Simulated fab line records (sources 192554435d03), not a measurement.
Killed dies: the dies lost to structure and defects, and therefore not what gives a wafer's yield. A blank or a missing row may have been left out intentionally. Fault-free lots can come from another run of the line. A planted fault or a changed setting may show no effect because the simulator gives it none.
Chamber matching ; flow n5Finfet ; N5_BEOL_M2_CO_CAP_55 on cvdCo-01: 3 sister chambers
The step material Co, precursor CCTBA/H2, target thk 2 nm, time 102.1 s. 6 wafers are shown with their chamber, then 8 later ones without.

## EACH WAFER AND ITS CHAMBER
wafer;chamber;heaterPowerW (W)
L093.1;1;230
L093.2;0;229
L093.4;1;226
L093.5;0;230
L093.6;2;283
L095.1;2;272

## WAFERS MISSING THEIR CHAMBER
wafer;heaterPowerW (W)
L095.2;227
L095.3;222
L095.4;226
L095.5;275
L095.6;225
L097.1;273
L097.3;224
L097.5;275

## THE CHAMBER EACH PASSED THROUGH
wafer;from the rows above;in truth
L095.2;can't be placed: 1 or 0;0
L095.3;can't be placed: 1 or 0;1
L095.4;can't be placed: 1 or 0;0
L095.5;2;2
L095.6;can't be placed: 1 or 0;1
L097.1;2;2
L097.3;can't be placed: 1 or 0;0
L097.5;2;2
Correctly placed: 3 of 8. From these rows, 5 cannot be placed; in 5 the true chamber is one of the candidates. Placed wrongly: 0.
How it was worked out, from the rows above alone: a wafer's distance from a chamber is the root of the sum, over the readings, of the square of ((its reading less the chamber's mean) divided by the reading's scatter). The wafer belongs to the nearest chamber; if the next one is less than 2 further off, it can't be placed. A chamber's mean is the mean of its shown wafers. The scatter: the root of (the sum of the squares of (reading less its chamber's mean) over the shown wafers, divided by (wafers less chambers)).
